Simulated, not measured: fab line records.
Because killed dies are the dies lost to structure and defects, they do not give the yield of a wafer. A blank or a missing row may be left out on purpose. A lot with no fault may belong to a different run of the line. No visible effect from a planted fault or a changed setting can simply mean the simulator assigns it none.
fab line records	flow nandHarc
[record] lots = 5	wafers = 15	lastDay = 33
route steps=1302 shown A_M0@1143 END@1302
lots that met no fault: taken from a fault-free run of the same line
startH: the number of hours between the record's first day and the start of the first shown wafer of the lot	waitH: hours elapsed since this lot's preceding step	" unchanged from the row above	L1.1+2: a row that stands for several wafers	- either no value or no given start	* or withheld: withheld	< > ~ a bound
route shown NAME@n: NAME is a module with steps in the file, n the number in the route of the first one	usual: average and standard deviation across the fault-free wafers	same: alike in all rows	chamber/n: place in a boat	sites: the reading at each site	_std_site: their standard deviation	_edge_site: mean of outer sites minus mean of inner sites	radiusMm: for every site, how far away it sits from the centre of the wafer	mask NAME#n: copy n	behind: the last tool/chamber to shape the wafer	hold: why the lot went on hold/how many hours it stayed there/how the hold came to an end	device: which transistor (n, p or np) failed to switch	end of line: the same wafers' tests at the end of the route	for a step that has no rows: nothing shown but its recipe	killed: the dies lost at the first sort to structure and to defects; this is not the yield of the wafer	map: dies across one wafer; x = killed, . = not, _ = none there
set.NAME: the setting the step ran with; set.NAME@STEP: the setting that earlier step ran with	model.NAME: the simulator's own value behind a step, which no gauge read
a table for each step, a row for each wafer; lots at some steps of the route
services: a tool's chamber out of use, with start hour (startH, from the record's first day; less than 0 if before it), hours out, and reason
[[steps]]
[step NHARC_A_M0_EBR_05]
[step NHARC_A_M0_EXPOSE_06]
[recipe] na = 1.35	targetCdNm = 80	doseMj = 83.25	maskId = A_M0
[step NHARC_A_M0_PEB_07]
[recipe] pebTempC = 100	pebTimeS = 65
[step NHARC_A_M0_DEVELOP_08]
[recipe] developTimeS = 35	devTempC = 23
[step NHARC_A_M0_CD_MEAS_09]
[recipe] targetCdNm = 80	landingEnergyEv = 500
[usual] cdNm = 79.6/0.64
lot.wafer	tool	chamber	startH	waitH	cdNm
L791.3	cdSem-02	0	532.87	-	80.5
L791.4	"	0	"	"	80.6
L791.6	"	0	"	"	80.0
L798.2	cdSem-02	0	616.19	-	80.3
L798.4	"	0	"	"	79.9
L798.5	"	0	"	"	79.5
L806.4	cdSem-02	0	701.02	-	79.5
L806.5	"	0	"	"	79.2
L806.6	"	0	"	"	79.0
L805.1	cdSem-03	0	705.11	-	80.4
L805.3	"	0	"	"	80.3
L805.4	"	0	"	"	80.3
L811.2	cdSem-01	0	753.30	-	79.0
L811.5	"	0	"	"	78.9
L811.6	"	0	"	"	79.6
[step NHARC_A_M0_OVL_MEAS_10]
[recipe] pitchNm = 160
[usual] overlayXNm = 0.0/0.88	overlayYNm = -0.2/0.94
lot.wafer	tool	chamber	startH	waitH	overlayXNm	overlayYNm
L791.3	overlay-01	-	532.95	-	-0.7	-1.1
L791.4	"	-	"	"	-0.6	-1.4
L791.6	"	-	"	"	-0.8	-0.9
L798.2	overlay-01	-	616.28	-	0.4	-0.9
L798.4	"	-	"	"	0.6	-0.9
L798.5	"	-	"	"	0.3	-0.2
L806.4	overlay-02	-	701.10	-	-1.1	-1.3
L806.5	"	-	"	"	-1.2	-0.7
L806.6	"	-	"	"	-0.9	-1.2
L805.1	overlay-02	-	705.20	-	1.4	1.7
L805.3	"	-	"	"	1.6	0.1
L805.4	"	-	"	"	1.6	0.9
L811.2	overlay-02	-	753.39	-	0.8	-0.9
L811.5	"	-	"	"	0.5	-0.7
L811.6	"	-	"	"	0.6	-0.6
[step NHARC_A_M0_INSPECT_11]
[usual] rawDefectCount = 86/31
lot.wafer	tool	chamber	startH	waitH	rawDefectCount
L791.3	defectInspect-02	-	532.99	0.0	95
L791.4	"	-	"	"	93
L791.6	"	-	"	"	123
L798.2	defectInspect-02	-	616.31	0.0	63
L798.4	"	-	"	"	63
L798.5	"	-	"	"	59
L806.4	defectInspect-02	-	701.14	0.0	72
L806.5	"	-	"	"	63
L806.6	"	-	"	"	71
L805.1	defectInspect-02	-	705.23	0.0	145
L805.3	"	-	"	"	141
L805.4	"	-	"	"	136
L811.2	defectInspect-01	-	753.43	0.0	108
L811.5	"	-	"	"	88
L811.6	"	-	"	"	103
[step NHARC_A_M0_DESCUM_14]
[recipe] timeS = 3	o2FlowSccm = 200	arFlowSccm = 0	biasPowerW = 0	chemistry = O2
[step NHARC_A_M0_ETCH_34]
[recipe] targetDepthA = 400	overetchA = 120	timeS = 43.94	ionEnergyEv = 200	n2FlowSccm = 150	h2FlowSccm = 150	arFlowSccm = 0	rfW = 400	biasW = 150	chemistry = N2/H2
[step NHARC_A_M0_ETCH_15]
[recipe] targetDepthA = 1500	overetchA = 150	timeS = 82.5	c4f8FlowSccm = withheld	arFlowSccm = 400	rfW = 600	biasW = 300	chemistry = C4F8/Ar
[usual] oesProductAu = 0.954/0.021	rfFwdPowerW = 595.8/2	rfVppV = 441.6/2.7
[same] timeS = 82.5
lot.wafer	tool	chamber	startH	waitH	oesProductAu	rfFwdPowerW	rfHoursCounterH	rfVppV
L791.3	rieDiel-09	0	-	-	0.954	597.1	1	443.2
L791.4	"	1	"	"	0.936	596.5	1	440.1
L791.6	"	0	"	"	0.947	596.4	-	444.8
L798.4	rieDiel-03	2	-	-	0.933	596.7	9	442.2
L798.2	"	3	"	"	0.933	597.6	8	441.6
L798.5	"	1	"	"	0.935	596.9	-	438.6
L806.4	rieDiel-03	1	-	-	0.976	595.6	3	438.8
L806.5	"	0	"	"	0.949	596.3	-	441.8
L806.6	"	1	"	"	0.972	598.0	-	437.4
L805.4	rieDiel-09	0	-	-	0.995	594.8	0	444.0
L805.1	"	1	"	"	0.968	594.3	1	441.1
L805.3	"	3	"	"	0.987	593.8	0	442.7
L811.2	rieDiel-09	3	-	-	0.969	594.1	3	441.1
L811.6	"	1	"	"	0.971	594.9	-	440.5
L811.5	"	2	"	"	0.967	597.6	-	444.1
[step NHARC_A_M0_CD_MEAS_16]
[usual] cdNm = 79.6/0.88
lot.wafer	tool	chamber	startH	waitH	cdNm
L791.3	cdSem-01	-	533.35	-	80.5
L791.4	"	-	"	"	80.4
L791.6	"	-	"	"	81.1
L798.2	cdSem-01	-	616.68	-	80.1
L798.4	"	-	"	"	81.4
L798.5	"	-	"	"	80.2
L806.4	cdSem-03	-	701.50	-	79.5
L806.5	"	-	"	"	80.8
L806.6	"	-	"	"	80.0
L805.1	cdSem-01	-	705.59	-	80.9
L805.3	"	-	"	"	80.6
L805.4	"	-	"	"	81.6
L811.2	cdSem-02	-	753.79	-	80.1
L811.5	"	-	"	"	79.3
L811.6	"	-	"	"	79.0
[step NHARC_A_M0_STRIP_18]
[recipe] powerW = 1000	n2FlowSccm = 150	h2FlowSccm = 150	arFlowSccm = 0	biasW = 0	chemistry = N2/H2
[usual] drypumpMotorCurrentA = 5.7/0.46	oesProductAu = 1.002/0.011	rfFwdPowerW = 997.3/2.9	rfVppV = 90.8/0.94	showerheadPlenumPTorr = 2.05/0.097	throttleValvePct = 14.171/0.0092
lot.wafer	tool	chamber	startH	waitH	drypumpMotorCurrentA	oesProductAu	rfFwdPowerW	rfHoursCounterH	rfVppV	showerheadPlenumPTorr	throttleValvePct
L791.4	rieDiel-03	0	533.45	0.1	6.0	1.003	998.3	4.1	90.2	2.06	14.167
L791.3	"	1	"	"	5.4	1.012	1004.2	4.2	91.1	1.95	14.180
L791.6	"	0	"	"	6.0	1.001	995.1	-	89.4	2.06	14.176
L798.2	rieDiel-08	1	616.75	0.1	6.0	1.002	999.4	3.2	91.6	2.20	14.181
L798.4	"	2	"	"	6.0	1.015	998.8	3.3	91.0	2.11	14.157
L798.5	"	1	"	"	5.9	1.007	997.3	-	91.1	2.20	14.183
L806.4	rieDiel-08	2	701.60	0.1	6.0	0.990	1000.7	8.3	91.3	2.11	14.183
L806.5	"	1	"	"	6.0	0.985	997.8	-	92.5	2.20	14.182
L806.6	"	2	"	"	6.0	0.983	996.9	-	91.3	2.11	14.180
L805.3	rieDiel-03	0	705.67	0.1	6.0	0.997	999.4	1.4	91.0	2.05	14.163
L805.4	"	1	"	"	5.4	1.023	999.6	3.7	90.9	1.94	14.170
L805.1	"	2	"	"	5.8	0.998	995.7	3.2	91.1	2.16	14.177
L811.2	rieDiel-08	1	753.91	0.1	6.0	1.004	998.8	0.7	92.5	2.20	14.184
L811.6	"	3	"	"	6.7	1.001	995.7	-	90.0	1.90	14.174
L811.5	"	0	"	"	5.1	1.012	995.1	-	91.1	1.91	14.176
[step NHARC_A_M0_STRIP_19]
[recipe] timeS = 600	tempC = 30	chemistry = postEtchResidueRemover
[same] timeS = 600
lot.wafer	tool	chamber	startH	waitH
L791.6+4+3	wetBench-03	4,5,7	533.71	-
L798.5+2+4	wetBench-09	2,3,5	617.03	-
L806.6+5+4	wetBench-09	0,3,4	701.85	-
L805.4+1+3	wetBench-07	6,7,1	705.95	-
L811.6+2+5	wetBench-07	5,7,1	754.14	-
[step NHARC_A_M0_DEGAS_28]
[recipe] tempC = 250	timeS = 60
[usual] heaterPowerW = 320/40
[same] timeS = 60
lot.wafer	tool	chamber	startH	waitH	heaterPowerW
L791.4	pvdSputter-01	-	533.97	-	323
L791.3	"	-	"	"	361
L791.6	"	-	"	"	317
L798.4	pvdSputter-02	-	617.31	-	347
L798.2	"	-	"	"	417
L798.5	"	-	"	"	319
L806.4	pvdSputter-01	-	702.12	-	280
L806.6	"	-	"	"	284
L806.5	"	-	"	"	274
L805.1	pvdSputter-01	-	706.22	-	328
L805.3	"	-	"	"	335
L805.4	"	-	"	"	278
L811.2	pvdSputter-01	-	754.43	-	341
L811.5	"	-	"	"	280
L811.6	"	-	"	"	279
[step NHARC_A_M0_PRE_CLEAN_29]
[recipe] timeS = 30	tempC = 280	gas = H2/He
[step NHARC_A_M0_PVD_20]
[recipe] targetThkA = 50	biasV = 168.6	powerW = 15000	chamberPressurePa = 0.12	timeS = 8.06	substrateTempC = 50	material = TaN
[step NHARC_A_M0_PVD_21]
[recipe] targetThkA = 300	chamberPressurePa = 5	powerW = 5000	substrateTempC = 30	timeS = 20.49	material = Cu
[usual] throttleValvePct = 30.0/0.98
[same] timeS = 20.49
lot.wafer	tool	chamber	startH	waitH	throttleValvePct
L791.3	pvdSputter-01	-	-	-	31.6
L791.4	"	-	"	"	29.6
L791.6	"	-	"	"	29.6
L798.2	pvdSputter-02	-	-	-	30.7
L798.4	"	-	"	"	30.9
L798.5	"	-	"	"	31.1
L806.4	pvdSputter-01	-	-	-	29.6
L806.6	"	-	"	"	29.4
L806.5	"	-	"	"	29.0
L805.1	pvdSputter-01	-	-	-	29.5
L805.3	"	-	"	"	30.2
L805.4	"	-	"	"	29.4
L811.2	pvdSputter-01	-	-	-	30.3
L811.5	"	-	"	"	29.4
L811.6	"	-	"	"	30.5
[step NHARC_A_M0_ECD_22]
[recipe] targetThkA = 4000	bathTempC = 25	material = Cu
[step NHARC_A_M0_ANNEAL_30]
[recipe] tempC = 225	timeS = 90
[step NHARC_A_M0_CMP_23]
[recipe] tOverpolishS = 20	targetThkNm = 113.75
[usual] motorCurrentA = 11.5/1.1	timeToEndpointS = 28.8/2.4
[same] tOverpolishS = 20
lot.wafer	tool	chamber	startH	waitH	motorCurrentA	timeToEndpointS
L791.4	cmp-02	3	535.05	-	10.0	30.9
L791.3	"	2	"	"	11.3	27.1
L791.6	"	0	"	"	11.5	32.6
L798.2	cmp-01	0	618.43	-	11.1	33.7
L798.4	"	1	"	"	13.4	28.8
L798.5	"	3	"	"	11.8	30.9
L806.4	cmp-04	2	703.29	-	10.2	28.9
L806.5	"	3	"	"	9.7	29.7
L806.6	"	0	"	"	12.3	28.4
L805.1	cmp-04	2	707.29	-	10.4	28.9
L805.3	"	3	"	"	10.3	27.3
L805.4	"	0	"	"	12.0	28.3
L811.2	cmp-04	0	755.49	-	11.8	32.3
L811.6	"	0	"	"	12.3	31.8
L811.5	"	1	"	"	10.7	31.2
[step NHARC_A_M0_THK_MEAS_24]
[recipe] thkMeasGauge = xrf
[usual] thkNm = 113.7/1.3
lot.wafer	tool	chamber	startH	waitH	thkNm
L791.3	filmMetro-01	-	535.37	-	113.6
L791.4	"	-	"	"	113.8
L791.6	"	-	"	"	113.8
L798.2	filmMetro-01	-	618.69	-	114.3
L798.4	"	-	"	"	117.0
L798.5	"	-	"	"	115.5
L806.4	filmMetro-01	-	703.53	-	114.5
L806.5	"	-	"	"	114.1
L806.6	"	-	"	"	114.7
L805.1	filmMetro-02	-	707.60	-	115.2
L805.3	"	-	"	"	115.4
L805.4	"	-	"	"	112.5
L811.2	filmMetro-02	-	755.80	-	114.3
L811.5	"	-	"	"	111.7
L811.6	"	-	"	"	110.6
[step NHARC_A_M0_SRD_25]
[step NHARC_END_SORT_01]
[recipe] tempC = 25
[usual] defectLimitedYield = 90.8/2.5	killedAtArray = 58/17	killedAtOther = 1.0/1.4	killedAtPeriphery = 3.6/2.4	killedDies = 62/17	killedOpen = 3.4/2	killedShort = 2.2/1.6
[same] grossDies = 677
lot.wafer	tool	chamber	startH	waitH	defectLimitedYield[%]	killedAtArray	killedAtOther	killedAtPeriphery	killedDies	killedOpen	killedShort
L791.3	prober-02	0	574.49	3.1	89.2	69	4	0	73	4	2
L791.4	prober-02	0	575.29	3.4	88.8	72	2	2	76	2	2
L791.6	prober-02	0	576.90	4.0	86.9	85	2	2	89	4	3
L798.2	prober-01	0	658.16	2.8	92.3	46	2	4	52	8	2
L798.4	prober-01	0	659.73	3.4	91.9	50	1	4	55	6	2
L798.5	prober-01	0	660.52	3.6	91.7	47	3	6	56	3	0
L805.1	prober-01	0	746.94	2.6	83.9	101	4	4	109	4	3
L805.3	prober-01	0	748.53	3.1	85.4	94	0	5	99	2	4
L805.4	prober-01	0	749.32	3.4	85.2	96	3	1	100	4	1
L806.4	prober-02	0	751.41	3.4	91.9	51	0	4	55	4	0
L806.5	prober-02	0	752.22	3.7	91.9	48	1	6	55	7	3
L806.6	prober-02	0	753.02	4.0	80.1	131	2	2	135	2	4
L811.2	prober-02	0	793.09	2.8	90.1	62	2	3	67	3	2
L811.5	prober-02	0	795.51	3.7	90.5	61	0	3	64	3	2
L811.6	prober-02	0	796.32	4.0	89.2	67	0	6	73	4	6
// killed by level:class
L791.3 A_CHANNEL_HOLE_D2:chamberFilmFlake=28 A_SLIT:chamberFilmFlake=27 A_BLC:chamberFilmFlake=3 THIN_TSV:chamberFilmFlake=3 A_CHANNEL_FILL_D1:chamberFilmFlake=2 A_CHANNEL_FILL_D2:geometricParticle:short=1 A_CHANNEL_FILL_D2:geometricParticle:open=1 A_WL_FILL:geometricParticle:open=1
L791.4 A_CHANNEL_HOLE_D2:chamberFilmFlake=34 A_SLIT:chamberFilmFlake=24 A_STAIRCASE:chamberFilmFlake=5 A_BLC:chamberFilmFlake=3 A_CONTACT:chamberFilmFlake=2 THIN_TSV:chamberFilmFlake=2 P_M0:geometricParticle:open=1 A_SOURCE_PLATE:geometricParticle:open=1
L791.6 A_CHANNEL_HOLE_D2:chamberFilmFlake=34 A_SLIT:chamberFilmFlake=27 A_BLC:chamberFilmFlake=5 A_CHANNEL_HOLE_D1:chamberFilmFlake=4 A_STAIRCASE:chamberFilmFlake=3 A_CONTACT:chamberFilmFlake=3 A_SGD_CUT:geometricParticle:open=2 P_M2:chamberFilmFlake=2
L798.2 A_SLIT:chamberFilmFlake=28 A_CHANNEL_HOLE_D1:chamberFilmFlake=3 A_WL_FILL:geometricParticle:open=2 A_STAIRCASE:chamberFilmFlake=2 A_CONTACT:chamberFilmFlake=2 THIN_TSV:chamberFilmFlake=2 P_M0:geometricParticle:open=1 P_M1:geometricParticle:open=1
L798.4 A_SLIT:chamberFilmFlake=30 A_CHANNEL_HOLE_D1:chamberFilmFlake=5 A_STAIRCASE:chamberFilmFlake=5 A_DECK1_JOINT:geometricParticle:open=2 P_CONTACT:chamberFilmFlake=2 A_CONTACT:chamberFilmFlake=2 P_GATE:geometricParticle:short=1 A_CHANNEL_FILL_D1:geometricParticle:open=1
L798.5 A_SLIT:chamberFilmFlake=29 A_CONTACT:chamberFilmFlake=6 A_CHANNEL_HOLE_D1:chamberFilmFlake=6 P_CONTACT:chamberFilmFlake=3 A_ZERO_WELL:chamberFilmFlake=2 A_STAIRCASE:chamberFilmFlake=2 THIN_TSV:chamberFilmFlake=2 P_GATE:geometricParticle:open=1
L805.1 A_SLIT:chamberFilmFlake=36 A_CHANNEL_HOLE_D1:chamberFilmFlake=29 A_CHANNEL_HOLE_D2:chamberFilmFlake=25 A_CONTACT:chamberFilmFlake=5 THIN_TSV:chamberFilmFlake=4 A_ONON_D1:geometricParticle:open=2 P_CONTACT:geometricParticle:short=1 P_M1:geometricParticle:open=1
L805.3 A_SLIT:chamberFilmFlake=30 A_CHANNEL_HOLE_D2:chamberFilmFlake=27 A_CHANNEL_HOLE_D1:chamberFilmFlake=26 A_WL_FILL:chamberFilmFlake=3 A_CONTACT:chamberFilmFlake=3 P_M0:geometricParticle:short=2 A_ZERO_WELL:chamberFilmFlake=2 P_M0:geometricParticle:open=1
L805.4 A_SLIT:chamberFilmFlake=32 A_CHANNEL_HOLE_D2:chamberFilmFlake=32 A_CHANNEL_HOLE_D1:chamberFilmFlake=24 THIN_TSV:chamberFilmFlake=3 A_DECK1_JOINT:geometricParticle:open=2 A_STAIRCASE:chamberFilmFlake=2 A_CONTACT:chamberFilmFlake=2 P_CONTACT:geometricParticle:open=1
L806.4 A_CHANNEL_HOLE_D1:chamberFilmFlake=28 A_SLIT:chamberFilmFlake=5 A_WL_FILL:chamberFilmFlake=5 A_CONTACT:chamberFilmFlake=4 A_CHANNEL_HOLE_D2:chamberFilmFlake=3 A_DECK1_JOINT:geometricParticle:open=2 P_GATE:chamberFilmFlake=2 P_M0:geometricParticle:open=1
L806.5 A_CHANNEL_HOLE_D1:chamberFilmFlake=23 A_CONTACT:chamberFilmFlake=8 A_WL_FILL:chamberFilmFlake=4 P_GATE:chamberFilmFlake=3 A_CHANNEL_HOLE_D2:chamberFilmFlake=2 P_STI:geometricParticle:open=1 P_M0:geometricParticle:open=1 A_SOURCE_PLATE:geometricParticle:short=1
L806.6 A_M0:unspecified=88 A_CHANNEL_HOLE_D1:chamberFilmFlake=29 A_SLIT:chamberFilmFlake=3 A_CHANNEL_HOLE_D1:geometricParticle:short=2 A_WL_FILL:chamberFilmFlake=2 A_CONTACT:chamberFilmFlake=2 THIN_TSV:chamberFilmFlake=2 P_STI:geometricParticle:short=1
L811.2 A_SLIT:chamberFilmFlake=29 A_CONTACT:chamberFilmFlake=9 A_CHANNEL_HOLE_D1:chamberFilmFlake=8 P_M1:chamberFilmFlake=3 A_CHANNEL_HOLE_D2:chamberFilmFlake=3 A_STAIRCASE:chamberFilmFlake=3 A_BONDPAD:chamberFilmFlake=3 A_CHANNEL_FILL_D1:geometricParticle:open=1
L811.5 A_SLIT:chamberFilmFlake=30 A_CHANNEL_HOLE_D1:chamberFilmFlake=11 A_CONTACT:chamberFilmFlake=7 A_BONDPAD:chamberFilmFlake=3 A_M0:geometricParticle:open=2 P_GATE:chamberFilmFlake=2 A_CHANNEL_FILL_D1:chamberFilmFlake=2 A_DECK1_JOINT:chamberFilmFlake=2
L811.6 A_SLIT:chamberFilmFlake=24 A_CHANNEL_HOLE_D1:chamberFilmFlake=22 A_CONTACT:chamberFilmFlake=8 A_ONON_D2:geometricParticle:short=4 P_ZERO_WELL:chamberFilmFlake=2 P_M1:chamberFilmFlake=2 A_CHANNEL_FILL_D2:chamberFilmFlake=2 P_GATE:geometricParticle:open=1
// map L806.6 (x killed, . not)
____________.____________
_________..x...._________
_______..........._______
______....x........______
_____..............._____
____..x..............____
____x........x.......____
___xxx................___
___xxxxx..............___
__x.xx.............x...__
__xxxx.x...............__
_xxxxxx................._
_.xxxx.................._
_xxxxx.x................_
_.xxx..................._
_xxxxxx................._
xxxxxxx..............x...
xxxxxxx................x.
xxxxxxxx.................
xxxxxxxx.................
xxxxxxxx.................
_xxxxxxx.x.............x_
_xxxxxxx................_
_xxxxxxx................_
_xxxxxx................._
_xxxx.................x._
__.xxxx................__
__xx.x.....x...........__
___x...x.x............___
___..................x___
____.................____
____............x....____
_____...x..........._____
______.............______
_______..........._______
_________......._________
____________.____________
// map L798.5 (x killed, . not)
____________.____________
_________...x.x._________
_______..........._______
______......x......______
_____......xx......._____
____.x.x.............____
____.................____
___...................___
___...................___
__............x........__
__.....................__
_......................._
_......................._
_...xxx..x......x......._
_.xxxx.................._
_.xxxx.................._
..xxxx..x................
x..xxx.xx................
..x.x.x...........x......
..x.x....................
...x.............x..x....
_.x....................._
_..x...............x...._
_......................._
_...............x......x_
_.................x....._
__x...............x.x..__
__.....................__
___......x............___
___...................___
____.................____
____..............x..____
_____..x..........x._____
______.............______
_______.......x..._______
_________x......_________
____________.____________
[[services]]
tool	chamber	startH	hours	kind
rieDiel-08	2	534.20	7.6	repair
cmp-04	-	534.79	1.0	repair
rieDiel-08	-	544.84	9.0	pm
rieDiel-09	1	556.23	34.9	repair
pvdSputter-01	-	559.19	1.9	repair
pvdSputter-01	-	582.00	10.0	pm
rieDiel-08	0	592.38	3.8	repair
cmp-04	-	596.82	1.9	repair
cmp-04	-	601.00	4.0	pm
rieDiel-09	0	616.17	16.5	repair
pvdSputter-01	-	622.08	2.6	repair
rieDiel-03	-	635.34	9.0	pm
rieDiel-03	0	652.62	26.1	repair
rieDiel-09	1	662.17	10.4	repair
rieDiel-09	-	674.43	9.0	pm
cmp-04	-	695.82	1.9	repair
cmp-04	-	699.00	4.0	pm
rieDiel-08	3	705.08	11.6	repair
rieDiel-03	3	712.18	2.6	repair
rieDiel-08	-	721.84	9.0	pm
cmp-04	-	726.58	2.0	repair
rieDiel-08	1	737.37	3.7	repair
cmp-04	-	750.81	4.5	repair
rieDiel-09	-	754.51	1.9	repair
[[key]]
[firstSign] step = NHARC_END_SORT_01	reading = killedAtArray	direction = up	sigmas = 4.4	usual = 58	struck = 131
[effect] step = NHARC_END_SORT_01	reading = defectLimitedYield	direction = down	sigmas = 4.3	usual = 90.8	struck = 80.1
[moreKillsBornAt] NHARC_A_M0_STRIP_19@wetBench-09 = 88
metAt NHARC_A_M0_STRIP_19
struckWafers L806.6
[fault] kind = chamberParticleSource	tool = wetBench-09	chamber = 0	onsetH = 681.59	steps = NHARC_A_M0_STRIP_19	ratePerVisitCm2 = 2.1106	endH = 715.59
